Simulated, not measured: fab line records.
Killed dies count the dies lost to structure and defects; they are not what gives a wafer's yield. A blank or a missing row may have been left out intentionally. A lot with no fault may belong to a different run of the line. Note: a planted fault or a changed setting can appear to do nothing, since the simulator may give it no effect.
fab line records	flow nandHarc
record: lots: 24	wafers: 72	lastDay: 33
route steps=1302 shown A_M1@1183 HYBRID_BOND@1237
lots with no fault: from the same line, run without faults
startH: start of the lot's first displayed wafer, in hours after the record's first day	waitH: hours elapsed since this lot's preceding step	" unchanged from the row above	L1.1+2: one row covering several wafers at once	- value missing, or start not given	* or withheld: withheld	< > ~ a bound
route shown NAME@n: a module of which the file shows steps, and the number in the route of the first	usual: average and standard deviation across the fault-free wafers	same: alike in all rows	chamber/n: place in a boat	sites: each site's reading	_std_site: how widely they spread, as a standard deviation	_edge_site: the outer-site mean with the inner-site mean subtracted	radiusMm: how far each site lies from the wafer's centre	mask NAME#n: copy n	behind: the most recent tool/chamber to have shaped the wafer	hold: what put the lot on hold/how long, in hours/how the hold closed	device: transistor that didn't switch, given as n, p or np	end of line: the route-end tests of the same wafers	a step given without rows: its recipe and nothing more	killed: count of dies lost to structure and defects at first sort (not the wafer's yield)	map: per-die view of a wafer (x killed, . not killed, _ where there is no die)
set.NAME: the setting that was run; set.NAME@STEP: the one run at that earlier step	model.NAME: the simulator's own value behind a step, which no gauge read
steps of the route over a sample of lots; a table a step, a row a wafer
services: from which hour (startH, from the record's first day; less than 0 if before it) a tool's chamber was out of use, for how many hours, and why
== steps ==
step: NHARC_A_M1_ETCH_35
recipe: targetDepthA: 400	overetchA: 120	timeS: 43.94	ionEnergyEv: 200	n2FlowSccm: 150	h2FlowSccm: 150	arFlowSccm: 0	rfW: 400	biasW: 150	chemistry: N2/H2
usual: drypumpMotorCurrentA: 5.8/0.49	mfcArSccm: 0.004/0.0064	oesProductAu: 1.001/0.0089	rfVppV: 429.1/2.4	showerheadPlenumPTorr: 1.99/0.083	throttleValvePct: 14.172/0.0096
lot.wafer	tool	chamber	startH	waitH	drypumpMotorCurrentA	mfcArSccm	oesProductAu	rfHoursCounterH	rfVppV	showerheadPlenumPTorr	throttleValvePct
L074.2	rieDiel-01	2	520.14	0.1	5.4	0	0.986	7	429.6	2.04	14.189
L074.6	"	2	"	"	5.4	0	0.991	-	430.6	2.04	14.154
L074.5	"	3	"	"	6.5	0	1.019	-	428.0	1.98	14.174
L075.2	rieDiel-01	0	548.17	0.1	6.4	0.004	1.008	7	433.9	2.18	14.167
L075.1	"	3	"	"	6.5	0	1.016	8	428.1	1.98	14.168
L075.5	"	0	"	"	6.4	0.004	1.000	-	433.9	2.18	14.174
L078.2	rieDiel-12	2	563.03	0.1	5.7	0	1.013	2	427.8	1.91	14.192
L078.1	"	0	"	"	5.5	0.019	0.995	2	429.2	2.05	14.171
L078.5	"	2	"	"	5.7	0	0.999	-	427.2	1.91	14.161
L076.1	rieDiel-01	0	564.09	0.1	6.4	0.004	1.006	8	435.4	2.17	14.163
L076.4	"	3	"	"	6.5	0	1.019	9	428.7	1.98	14.158
L076.6	"	1	"	"	5.5	0.014	1.006	-	427.0	1.97	14.179
L077.4	rieDiel-06	3	567.81	0.1	5.4	0.009	1.001	2	432.3	2.08	14.175
L077.5	"	0	"	"	6.6	0.005	1.002	-	426.3	1.92	14.173
L077.6	"	1	"	"	5.9	0.000	1.006	-	426.6	1.92	14.178
L079.2	rieDiel-12	1	576.90	0.6	5.0	0	0.991	3	426.6	1.90	14.177
L079.3	"	3	"	"	5.9	0	0.997	3	427.0	1.91	14.156
L079.6	"	2	"	"	5.7	0	1.000	-	427.6	1.91	14.186
L080.4	rieDiel-01	3	599.60	0.1	6.5	0	1.007	1	430.5	1.98	14.184
L080.1	"	1	"	"	5.5	0.014	0.995	1	429.3	1.97	14.167
L080.6	"	3	"	"	6.5	0	1.008	-	428.7	1.97	14.175
L082.2	rieDiel-01	2	601.77	0.1	5.4	0	0.998	1	431.3	2.04	14.183
L082.4	"	0	"	"	6.4	0.004	1.009	1	435.7	2.17	14.168
L082.1	"	1	"	"	5.6	0.014	1.001	1	429.2	1.97	14.161
L081.3	rieDiel-06	2	605.46	0.1	5.9	0.003	0.989	5	428.3	1.99	14.180
L081.1	"	3	"	"	5.4	0.009	1.003	5	432.4	2.08	14.162
L081.5	"	1	"	"	5.9	0.000	0.986	-	427.5	1.92	14.175
L084.3	rieDiel-12	2	618.02	0.1	5.7	0	1.009	4	426.2	1.91	14.163
L084.6	"	1	"	"	5.0	0	1.016	-	425.7	1.90	14.171
L084.5	"	2	"	"	5.7	0	1.006	-	425.5	1.91	14.187
L083.2	rieDiel-01	2	621.51	0.1	5.4	0	1.009	2	429.8	2.04	14.177
L083.3	"	3	"	"	6.5	0	1.006	2	429.5	1.97	14.185
L083.5	"	1	"	"	5.5	0.014	0.993	-	427.6	1.97	14.173
L086.3	rieDiel-12	1	641.61	0.1	5.0	0	1.009	0	427.1	1.90	14.166
L086.1	"	3	"	"	5.9	0	1.006	0	426.9	1.91	14.165
L086.6	"	0	"	"	5.5	0.019	0.991	-	430.9	2.05	14.183
L087.3	rieDiel-12	3	648.83	0.1	5.9	0	1.009	0	427.7	1.91	14.174
L087.2	"	0	"	"	5.5	0.019	0.992	0	430.0	2.05	14.161
L087.5	"	3	"	"	5.9	0	1.005	-	428.2	1.91	14.180
L085.2	rieDiel-12	1	650.87	0.1	5.0	0	0.992	0	426.9	1.90	14.158
L085.3	"	0	"	"	5.5	0.019	1.001	0	430.4	2.05	14.171
L085.5	"	1	"	"	5.0	0	1.018	-	425.7	1.90	14.162
L088.2	rieDiel-12	0	654.30	0.1	5.5	0.019	1.002	1	429.4	2.05	14.154
L088.3	"	3	"	"	6.0	0	1.018	1	427.9	1.91	14.174
L088.6	"	0	"	"	5.6	0.019	0.994	-	431.1	2.05	14.172
L089.2	rieDiel-12	1	662.26	0.2	5.0	0	0.999	1	425.8	1.90	14.174
L089.3	"	2	"	"	5.7	0	0.989	1	427.8	1.91	14.174
L089.4	"	0	"	"	5.5	0.019	1.001	1	431.1	2.05	14.186
L090.3	rieDiel-01	3	675.20	0.1	6.5	0	1.004	7	429.0	1.97	14.177
L090.4	"	1	"	"	5.6	0.014	0.987	-	428.3	1.96	14.159
L090.5	"	2	"	"	5.4	0	1.011	-	428.5	2.03	14.179
L091.2	rieDiel-01	3	691.77	0.1	6.5	0	1.006	8	427.7	1.97	14.168
L091.5	"	2	"	"	5.4	0	1.005	-	430.6	2.03	14.176
L091.6	"	3	"	"	6.5	0	1.004	-	429.7	1.97	14.175
L092.4	rieDiel-01	2	707.34	0.1	5.4	0	1.007	8	430.7	2.03	14.177
L092.1	"	3	"	"	6.5	0	1.004	8	428.6	1.97	14.167
L092.5	"	2	"	"	5.4	0	1.002	-	428.8	2.03	14.151
L093.1	rieDiel-06	0	726.97	0.1	6.6	0.005	1.000	3	427.3	1.91	14.170
L093.5	"	3	"	"	5.4	0.009	1.004	-	431.1	2.08	14.159
L093.6	"	0	"	"	6.6	0.005	0.998	-	425.5	1.91	14.173
L094.2	rieDiel-01	0	732.07	0.1	6.4	0.004	1.015	7	434.9	2.17	14.180
L094.3	"	3	"	"	6.5	0	1.000	9	427.4	1.97	14.175
L094.5	"	0	"	"	6.4	0.004	0.997	-	435.2	2.17	14.178
L095.3	rieDiel-12	3	733.32	0.1	5.9	0	0.993	2	428.3	1.91	14.178
L095.4	"	2	"	"	5.7	0	0.988	2	427.6	1.91	14.176
L095.5	"	0	"	"	5.5	0.019	0.978	-	431.2	2.05	14.173
L096.3	rieDiel-01	3	738.84	0.1	6.5	0	1.007	9	429.7	1.97	14.160
L096.1	"	2	"	"	5.4	0	0.994	10	430.6	2.03	14.173
L096.5	"	0	"	"	6.4	0.004	1.023	-	433.8	2.17	14.181
L097.4	rieDiel-01	2	744.46	0.1	5.4	0	0.999	10	430.5	2.03	14.176
L097.2	"	0	"	"	6.4	0.004	1.007	7	434.0	2.17	14.167
L097.6	"	2	"	"	5.4	0	1.000	-	430.6	2.03	14.177
step: NHARC_A_M1_PRE_CLEAN_30
recipe: timeS: 30	tempC: 280	gas: H2/He
usual: heaterPowerW: 431/41	susceptorTempC: 279.99/0.19
lot.wafer	tool	chamber	startH	waitH	heaterPowerW	susceptorTempC
L074.2	pvdSputter-03	-	-	-	421	279.66
L074.5	"	-	"	"	357	280.15
L074.6	"	-	"	"	439	279.92
L075.1	pvdSputter-03	-	-	-	346	280.03
L075.2	"	-	"	"	353	279.87
L075.5	"	-	"	"	356	280.16
L078.2	pvdSputter-01	-	-	-	429	279.92
L078.1	"	-	"	"	470	280.00
L078.5	"	-	"	"	450	280.21
L076.1	pvdSputter-01	-	-	-	440	-
L076.4	"	-	"	"	485	-
L076.6	"	-	"	"	440	-
L077.4	pvdSputter-01	-	-	-	414	280.38
L077.5	"	-	"	"	455	280.20
L077.6	"	-	"	"	432	279.96
L079.3	pvdSputter-03	-	-	-	358	279.85
L079.2	"	-	"	"	467	279.95
L079.6	"	-	"	"	439	279.93
L080.4	pvdSputter-02	-	-	-	439	279.70
L080.1	"	-	"	"	496	280.21
L080.6	"	-	"	"	485	280.13
L082.4	pvdSputter-03	-	-	-	432	280.23
L082.1	"	-	"	"	450	279.77
L082.2	"	-	"	"	352	280.00
L081.1	pvdSputter-03	-	-	-	347	279.94
L081.3	"	-	"	"	355	279.84
L081.5	"	-	"	"	437	279.86
L084.3	pvdSputter-03	-	-	-	348	279.75
L084.6	"	-	"	"	442	280.01
L084.5	"	-	"	"	358	280.10
L083.2	pvdSputter-03	-	-	-	362	-
L083.3	"	-	"	"	439	-
L083.5	"	-	"	"	444	-
L086.3	pvdSputter-01	-	-	-	441	280.16
L086.1	"	-	"	"	479	279.80
L086.6	"	-	"	"	475	280.03
L087.3	pvdSputter-01	-	-	-	477	279.48
L087.2	"	-	"	"	469	280.05
L087.5	"	-	"	"	479	280.07
L085.2	pvdSputter-01	-	-	-	443	-
L085.3	"	-	"	"	474	-
L085.5	"	-	"	"	467	-
L088.2	pvdSputter-02	-	-	-	433	280.12
L088.3	"	-	"	"	433	279.87
L088.6	"	-	"	"	434	279.92
L089.3	pvdSputter-03	-	-	-	349	279.90
L089.2	"	-	"	"	446	279.97
L089.4	"	-	"	"	360	279.84
L090.4	pvdSputter-03	-	-	-	444	279.66
L090.3	"	-	"	"	355	279.72
L090.5	"	-	"	"	351	280.08
L091.2	pvdSputter-02	-	-	-	443	-
L091.5	"	-	"	"	442	-
L091.6	"	-	"	"	482	-
L092.1	pvdSputter-01	-	-	-	440	279.97
L092.4	"	-	"	"	472	280.13
L092.5	"	-	"	"	449	279.77
L093.1	pvdSputter-03	-	-	-	372	279.91
L093.5	"	-	"	"	380	280.39
L093.6	"	-	"	"	408	279.77
L094.2	pvdSputter-02	-	-	-	458	280.02
L094.3	"	-	"	"	440	279.98
L094.5	"	-	"	"	438	280.00
L095.3	pvdSputter-01	-	-	-	466	280.09
L095.4	"	-	"	"	444	279.99
L095.5	"	-	"	"	471	280.03
L096.3	pvdSputter-02	-	-	-	440	279.93
L096.1	"	-	"	"	485	279.91
L096.5	"	-	"	"	448	280.11
L097.2	pvdSputter-01	-	-	-	444	279.98
L097.4	"	-	"	"	468	280.29
L097.6	"	-	"	"	448	280.18
step: NHARC_A_M1_PVD_20
recipe: targetThkA: 50	biasV: 168.6	powerW: 15000	chamberPressurePa: 0.12	timeS: 8.06	substrateTempC: 50	material: TaN
usual: biasV: 168.4/1.7	throttleValvePct: 29.9/0.99
lot.wafer	tool	chamber	startH	waitH	biasV	throttleValvePct
L074.2	pvdSputter-03	-	-	-	167.7	28.8
L074.6	"	-	"	"	167.1	31.6
L074.5	"	-	"	"	170.6	28.9
L075.1	pvdSputter-03	-	-	-	167.8	30.3
L075.2	"	-	"	"	168.3	30.9
L075.5	"	-	"	"	166.7	30.8
L078.2	pvdSputter-01	-	-	-	167.1	29.5
L078.1	"	-	"	"	171.5	30.5
L078.5	"	-	"	"	168.0	29.4
L076.4	pvdSputter-01	-	-	-	170.5	30.6
L076.1	"	-	"	"	168.4	28.3
L076.6	"	-	"	"	171.3	30.3
L077.4	pvdSputter-01	-	-	-	164.7	28.3
L077.6	"	-	"	"	168.8	29.3
L077.5	"	-	"	"	166.4	28.3
L079.3	pvdSputter-03	-	-	-	169.2	30.1
L079.2	"	-	"	"	165.2	30.9
L079.6	"	-	"	"	169.9	31.0
L080.1	pvdSputter-02	-	-	-	168.4	29.8
L080.4	"	-	"	"	169.9	31.1
L080.6	"	-	"	"	171.2	29.9
L082.2	pvdSputter-03	-	-	-	166.9	30.9
L082.1	"	-	"	"	169.5	28.6
L082.4	"	-	"	"	168.4	30.3
L081.3	pvdSputter-03	-	-	-	165.1	31.2
L081.1	"	-	"	"	169.3	29.8
L081.5	"	-	"	"	167.6	31.0
L084.3	pvdSputter-03	-	-	-	171.0	30.2
L084.6	"	-	"	"	169.4	30.1
L084.5	"	-	"	"	167.8	31.2
L083.3	pvdSputter-03	-	-	-	169.0	31.2
L083.2	"	-	"	"	168.8	28.4
L083.5	"	-	"	"	167.8	30.9
L086.1	pvdSputter-01	-	-	-	168.7	28.5
L086.3	"	-	"	"	172.0	29.5
L086.6	"	-	"	"	166.9	28.7
L087.2	pvdSputter-01	-	-	-	169.5	29.4
L087.3	"	-	"	"	168.8	29.4
L087.5	"	-	"	"	170.8	29.5
L085.3	pvdSputter-01	-	-	-	170.0	29.8
L085.2	"	-	"	"	166.2	28.8
L085.5	"	-	"	"	168.0	29.1
L088.2	pvdSputter-02	-	-	-	167.1	31.4
L088.3	"	-	"	"	166.6	30.3
L088.6	"	-	"	"	167.4	31.5
L089.3	pvdSputter-03	-	-	-	165.5	30.3
L089.4	"	-	"	"	166.2	30.6
L089.2	"	-	"	"	169.2	29.9
L090.4	pvdSputter-03	-	-	-	170.0	29.9
L090.3	"	-	"	"	170.5	31.1
L090.5	"	-	"	"	167.9	30.2
L091.2	pvdSputter-02	-	-	-	166.2	31.6
L091.5	"	-	"	"	167.4	31.7
L091.6	"	-	"	"	166.6	30.1
L092.4	pvdSputter-01	-	-	-	169.0	28.7
L092.1	"	-	"	"	168.9	28.6
L092.5	"	-	"	"	165.9	28.5
L093.1	pvdSputter-03	-	-	-	166.2	28.5
L093.6	"	-	"	"	168.4	28.4
L093.5	"	-	"	"	170.2	30.1
L094.2	pvdSputter-02	-	-	-	167.4	31.4
L094.3	"	-	"	"	169.9	31.4
L094.5	"	-	"	"	169.0	31.4
L095.4	pvdSputter-01	-	-	-	166.3	28.7
L095.3	"	-	"	"	169.6	30.1
L095.5	"	-	"	"	166.7	28.8
L096.3	pvdSputter-02	-	-	-	167.0	29.3
L096.1	"	-	"	"	166.9	31.0
L096.5	"	-	"	"	169.9	31.8
L097.4	pvdSputter-01	-	-	-	168.3	29.6
L097.2	"	-	"	"	170.7	29.1
L097.6	"	-	"	"	167.7	29.3
step: NHARC_A_M1_ANNEAL_31
recipe: tempC: 225	timeS: 90
usual: wafer_temp_C_max: 226.13/0.28
lot.wafer	tool	chamber	startH	waitH	wafer_temp_C_max
L074.2	rtpAnneal-01	0	521.93	0.4	226.19
L074.5	"	0	"	"	226.20
L074.6	"	0	"	"	226.07
L075.1	rtpAnneal-02	0	549.84	-	226.03
L075.2	"	0	"	"	226.31
L075.5	"	0	"	"	225.78
L078.1	rtpAnneal-01	0	564.71	0.3	226.36
L078.2	"	0	"	"	225.85
L078.5	"	0	"	"	226.06
L076.1	rtpAnneal-01	0	565.76	-	225.92
L076.4	"	0	"	"	226.06
L076.6	"	0	"	"	225.89
L077.4	rtpAnneal-02	0	569.61	0.3	226.39
L077.5	"	0	"	"	226.14
L077.6	"	0	"	"	226.55
L079.2	rtpAnneal-01	0	578.67	0.4	226.40
L079.3	"	0	"	"	226.19
L079.6	"	0	"	"	226.45
L080.1	rtpAnneal-02	0	601.27	-	226.43
L080.4	"	0	"	"	225.91
L080.6	"	0	"	"	226.01
L082.1	rtpAnneal-01	0	603.44	0.3	226.64
L082.2	"	0	"	"	226.15
L082.4	"	0	"	"	226.28
L081.1	rtpAnneal-02	0	607.15	0.3	226.29
L081.3	"	0	"	"	226.01
L081.5	"	0	"	"	226.27
L084.3	rtpAnneal-01	0	619.89	-	226.12
L084.5	"	0	"	"	225.38
L084.6	"	0	"	"	226.11
L083.2	rtpAnneal-02	0	623.22	-	226.62
L083.3	"	0	"	"	226.01
L083.5	"	0	"	"	226.01
L086.1	rtpAnneal-02	0	643.42	0.4	225.93
L086.3	"	0	"	"	226.05
L086.6	"	0	"	"	225.90
L087.2	rtpAnneal-02	0	650.55	-	226.78
L087.3	"	0	"	"	226.61
L087.5	"	0	"	"	226.25
L085.2	rtpAnneal-01	0	652.60	0.4	226.05
L085.3	"	0	"	"	226.26
L085.5	"	0	"	"	226.20
L088.2	rtpAnneal-02	0	656.43	0.4	226.25
L088.3	"	0	"	"	226.32
L088.6	"	0	"	"	226.34
L089.2	rtpAnneal-02	0	663.98	-	226.19
L089.3	"	0	"	"	226.70
L089.4	"	0	"	"	226.48
L090.3	rtpAnneal-01	0	677.02	-	225.95
L090.4	"	0	"	"	226.04
L090.5	"	0	"	"	226.49
L091.2	rtpAnneal-02	0	693.48	-	225.82
L091.5	"	0	"	"	226.03
L091.6	"	0	"	"	226.23
L092.1	rtpAnneal-01	0	709.01	0.3	226.11
L092.4	"	0	"	"	225.93
L092.5	"	0	"	"	226.15
L093.1	rtpAnneal-02	0	728.69	-	226.38
L093.5	"	0	"	"	226.29
L093.6	"	0	"	"	226.31
L094.2	rtpAnneal-01	0	733.88	-	225.90
L094.3	"	0	"	"	225.85
L094.5	"	0	"	"	225.98
L095.3	rtpAnneal-01	0	735.10	0.3	225.90
L095.4	"	0	"	"	225.66
L095.5	"	0	"	"	226.25
L096.1	rtpAnneal-02	0	740.51	0.3	226.06
L096.3	"	0	"	"	226.32
L096.5	"	0	"	"	226.26
L097.2	rtpAnneal-01	0	746.23	0.4	225.79
L097.4	"	0	"	"	225.77
L097.6	"	0	"	"	225.68
step: NHARC_HYBRID_BOND_ACTIVATE_00
recipe: timeS: 60	n2FlowSccm: 200	arFlowSccm: 0	biasPowerW: 0	chemistry: N2
usual: drypumpMotorCurrentA: 5.7/0.48	mfcArSccm: 0.005/0.011	oesProductAu: 1.002/0.0081	rfVppV: 64.3/0.94	showerheadPlenumPTorr: 1.78/0.094
lot.wafer	tool	chamber	startH	waitH	drypumpMotorCurrentA	mfcArSccm	oesProductAu	rfHoursCounterH	rfVppV	showerheadPlenumPTorr
L074.2	rieDiel-09	0	527.35	0.1	5.4	0.003	1.008	3	66.4	1.89
L074.5	"	0	"	"	5.5	0.003	1.002	-	66.1	1.89
L074.6	"	1	"	"	6.1	0.001	1.006	-	62.2	1.64
L075.1	rieDiel-10	2	555.27	0.1	6.2	0.042	1.002	48	64.3	1.88
L075.2	"	1	"	"	6.4	0	1.006	45	63.5	1.67
L075.5	"	2	"	"	6.2	0.042	1.001	-	65.3	1.88
L078.1	rieDiel-09	0	570.36	0.1	5.4	0.003	1.006	7	65.2	1.89
L078.2	"	1	"	"	6.1	0.001	1.006	6	65.3	1.64
L078.5	"	2	"	"	5.1	0	1.006	-	64.9	1.84
L076.4	rieDiel-09	3	571.21	0.1	6.0	0	1.007	8	64.3	1.84
L076.1	"	0	"	"	5.4	0.003	1.000	7	63.7	1.89
L076.6	"	0	"	"	5.4	0.003	1.009	-	65.2	1.89
L077.4	rieDiel-09	0	575.10	0.1	5.4	0.003	1.013	7	65.0	1.89
L077.5	"	1	"	"	6.0	0.001	1.015	-	64.4	1.64
L077.6	"	2	"	"	5.1	0	0.992	-	65.2	1.84
L079.3	rieDiel-07	1	584.50	0.1	6.1	0	1.011	30	64.5	1.79
L079.2	"	2	"	"	6.0	0.004	0.991	28	64.5	1.65
L079.6	"	2	"	"	6.0	0.004	0.985	-	65.2	1.65
L080.1	rieDiel-07	2	606.86	0.1	6.0	0.004	0.993	35	63.4	1.65
L080.4	"	0	"	"	5.6	0	1.000	35	62.7	1.65
L080.6	"	1	"	"	6.1	0	1.009	-	64.6	1.79
L082.2	rieDiel-09	2	609.01	0.1	5.1	0	0.992	10	63.7	1.84
L082.4	"	3	"	"	6.0	0	1.007	10	63.4	1.84
L082.1	"	0	"	"	5.4	0.003	0.998	10	64.0	1.89
L081.1	rieDiel-09	3	613.03	0.1	6.0	0	1.015	11	64.4	1.84
L081.3	"	0	"	"	5.4	0.003	1.008	11	64.2	1.89
L081.5	"	1	"	"	6.1	0.001	1.013	-	63.3	1.63
L084.3	rieDiel-09	3	625.37	0.1	6.0	0	1.013	12	63.5	1.83
L084.6	"	3	"	"	6.0	0	1.009	-	64.6	1.83
L084.5	"	0	"	"	5.4	0.003	1.003	-	65.2	1.89
L083.3	rieDiel-09	1	628.80	0.1	6.0	0.001	1.012	10	63.8	1.63
L083.2	"	2	"	"	5.1	0	1.000	12	64.5	1.84
L083.5	"	1	"	"	6.0	0.001	0.996	-	62.9	1.63
L086.1	rieDiel-09	1	649.07	0.1	6.0	0.001	1.004	13	64.0	1.63
L086.3	"	2	"	"	5.1	0	0.998	14	65.2	1.83
L086.6	"	1	"	"	6.0	0.001	0.997	-	63.9	1.63
L087.3	rieDiel-09	0	656.49	0.1	5.4	0.003	0.998	14	63.9	1.89
L087.2	"	2	"	"	5.1	0	0.993	15	63.5	1.83
L087.5	"	0	"	"	5.4	0.003	0.989	-	63.1	1.89
L085.3	rieDiel-09	1	658.08	0.1	6.0	0.001	1.008	14	62.3	1.63
L085.2	"	2	"	"	5.1	0	1.000	15	64.7	1.83
L085.5	"	3	"	"	6.0	0	1.006	-	65.2	1.83
L088.2	rieDiel-09	1	661.98	0.1	6.0	0.001	1.012	14	63.8	1.63
L088.3	"	2	"	"	5.1	0	1.015	15	63.3	1.83
L088.6	"	3	"	"	6.0	0	1.003	-	64.9	1.83
L089.2	rieDiel-09	0	669.95	0.1	5.4	0.003	1.001	15	65.0	1.89
L089.3	"	2	"	"	5.1	0	1.007	16	65.5	1.83
L089.4	"	3	"	"	6.0	0	0.983	16	64.0	1.83
L090.3	rieDiel-10	2	682.47	0.1	6.1	0.042	1.006	24	65.0	1.87
L090.4	"	3	"	"	4.6	0.028	0.986	22	63.8	1.76
L090.5	"	1	"	"	6.4	0	0.984	-	62.8	1.66
L091.2	rieDiel-10	0	700.00	0.1	5.5	0.004	1.001	27	62.5	1.75
L091.6	"	1	"	"	6.4	0	0.997	-	64.2	1.66
L091.5	"	2	"	"	6.1	0.042	0.998	-	63.5	1.87
L092.1	rieDiel-07	3	714.63	0.1	6.3	0	0.987	19	64.0	1.80
L092.4	"	1	"	"	6.1	0	1.013	-	64.4	1.78
L092.5	"	3	"	"	6.3	0	0.994	-	64.9	1.80
L093.1	rieDiel-09	2	734.26	0.1	5.1	0	1.001	4	64.2	1.83
L093.5	"	2	"	"	5.1	0	1.013	-	64.6	1.83
L093.6	"	3	"	"	6.0	0	1.006	-	65.0	1.83
L094.2	rieDiel-09	3	739.55	0.1	6.0	0	1.002	6	64.5	1.83
L094.3	"	0	"	"	5.4	0.003	1.001	6	64.4	1.88
L094.5	"	3	"	"	6.0	0	0.998	-	64.9	1.83
L095.3	rieDiel-09	1	740.72	0.1	6.1	0.001	0.993	3	63.6	1.63
L095.4	"	2	"	"	5.1	0	1.005	5	64.8	1.83
L095.5	"	2	"	"	5.1	0	1.011	-	65.2	1.83
L096.1	rieDiel-10	1	746.43	0.1	6.4	0	1.011	41	62.1	1.65
L096.3	"	2	"	"	6.2	0.042	0.998	40	63.9	1.87
L096.5	"	0	"	"	5.6	0.004	1.009	-	64.8	1.75
L097.4	rieDiel-10	3	751.69	0.1	4.6	0.028	0.994	43	65.5	1.75
L097.2	"	0	"	"	5.5	0.004	1.007	47	64.8	1.75
L097.6	"	2	"	"	6.1	0.042	1.008	-	64.8	1.87
step: NHARC_HYBRID_BOND_OVL_MEAS_05
usual: overlayXNm: -1/32	overlayYNm: 3/32
lot.wafer	tool	chamber	startH	waitH	overlayXNm	overlayYNm
L074.2	overlay-02	-	536.74	0.4	32	-18
L074.5	"	-	"	"	28	-35
L074.6	"	-	"	"	-10	-50
L075.1	overlay-02	-	566.79	0.4	-5	45
L075.2	"	-	"	"	25	52
L075.5	"	-	"	"	27	18
L078.1	overlay-01	-	579.80	0.4	42	27
L078.2	"	-	"	"	26	34
L078.5	"	-	"	"	3	-3
L076.1	overlay-02	-	579.80	0.4	-18	64
L076.4	"	-	"	"	-40	7
L076.6	"	-	"	"	16	-64
L077.4	overlay-01	-	584.50	0.4	-66	-90
L077.5	"	-	"	"	-26	9
L077.6	"	-	"	"	-22	-6
L079.2	overlay-02	-	597.30	0.4	-30	37
L079.3	"	-	"	"	21	5
L079.6	"	-	"	"	-13	32
L080.1	overlay-02	-	619.83	0.4	-10	22
L080.4	"	-	"	"	41	71
L080.6	"	-	"	"	5	-39
L081.1	overlay-01	-	619.83	0.4	-35	70
L081.3	"	-	"	"	-43	-17
L081.5	"	-	"	"	-50	-23
L082.1	overlay-02	-	619.84	0.4	-16	28
L082.2	"	-	"	"	-29	25
L082.4	"	-	"	"	35	6
L084.3	overlay-02	-	634.83	0.4	1	-2
L084.5	"	-	"	"	-30	7
L084.6	"	-	"	"	-23	0
L083.2	overlay-01	-	639.17	0.4	58	-54
L083.3	"	-	"	"	-21	36
L083.5	"	-	"	"	70	40
L086.1	overlay-02	-	658.79	0.4	-28	-40
L086.3	"	-	"	"	10	-29
L086.6	"	-	"	"	12	49
L085.2	overlay-02	-	665.68	0.4	-81	19
L085.3	"	-	"	"	-47	28
L085.5	"	-	"	"	-4	-9
L087.2	overlay-01	-	665.68	0.4	2	-24
L087.3	"	-	"	"	-29	28
L087.5	"	-	"	"	8	9
L088.2	overlay-02	-	671.39	0.4	-22	10
L088.3	"	-	"	"	18	-69
L088.6	"	-	"	"	11	15
L089.2	overlay-01	-	679.35	0.4	-47	26
L089.3	"	-	"	"	-5	-31
L089.4	"	-	"	"	10	45
L090.3	overlay-02	-	692.04	0.4	-3	-45
L090.4	"	-	"	"	53	19
L090.5	"	-	"	"	25	-27
L091.2	overlay-01	-	709.69	0.4	5	-23
L091.5	"	-	"	"	-32	30
L091.6	"	-	"	"	-33	65
L092.1	overlay-01	-	724.72	0.4	5	-11
L092.4	"	-	"	"	39	5
L092.5	"	-	"	"	-89	10
L093.1	overlay-01	-	743.99	0.4	14	15
L093.5	"	-	"	"	33	-26
L093.6	"	-	"	"	-60	19
L094.2	overlay-02	-	754.39	0.4	-16	0
L094.3	"	-	"	"	-4	39
L094.5	"	-	"	"	2	41
L095.3	overlay-02	-	754.40	0.4	-1	-9
L095.4	"	-	"	"	13	13
L095.5	"	-	"	"	6	-6
L096.1	overlay-02	-	754.41	0.4	2	9
L096.3	"	-	"	"	-31	34
L096.5	"	-	"	"	9	-35
L097.2	overlay-02	-	761.11	0.4	-5	17
L097.4	"	-	"	"	-48	15
L097.6	"	-	"	"	17	9
== services ==
tool	chamber	startH	hours	kind
rieDiel-09	-	497.23	9.0	pm
rieDiel-01	1	499.19	7.7	repair
pvdSputter-03	-	526.00	10.0	pm
pvdSputter-01	-	544.95	6.3	repair
pvdSputter-03	-	563.29	2.8	repair
rieDiel-01	0	569.72	2.6	repair
rieDiel-01	-	572.71	9.0	pm
pvdSputter-01	-	595.15	10.0	pm
rieDiel-09	3	598.62	9.5	repair
pvdSputter-01	-	611.79	6.4	repair
rieDiel-12	0	617.82	4.4	repair
pvdSputter-02	-	641.98	10.0	pm
rieDiel-01	0	665.66	24.6	repair
rieDiel-09	-	674.23	9.0	pm
rieDiel-09	1	685.56	32.1	repair
pvdSputter-03	-	704.00	10.0	pm
rieDiel-09	2	709.40	6.5	repair
rieDiel-01	3	710.36	1.8	repair
rieDiel-01	0	713.66	5.3	repair
pvdSputter-02	-	714.70	1.2	repair
pvdSputter-03	-	733.59	2.1	repair
rieDiel-01	-	736.72	0.5	repair
rtpAnneal-02	-	744.00	12.0	pm
rieDiel-01	-	749.71	9.0	pm
== key ==
fault none
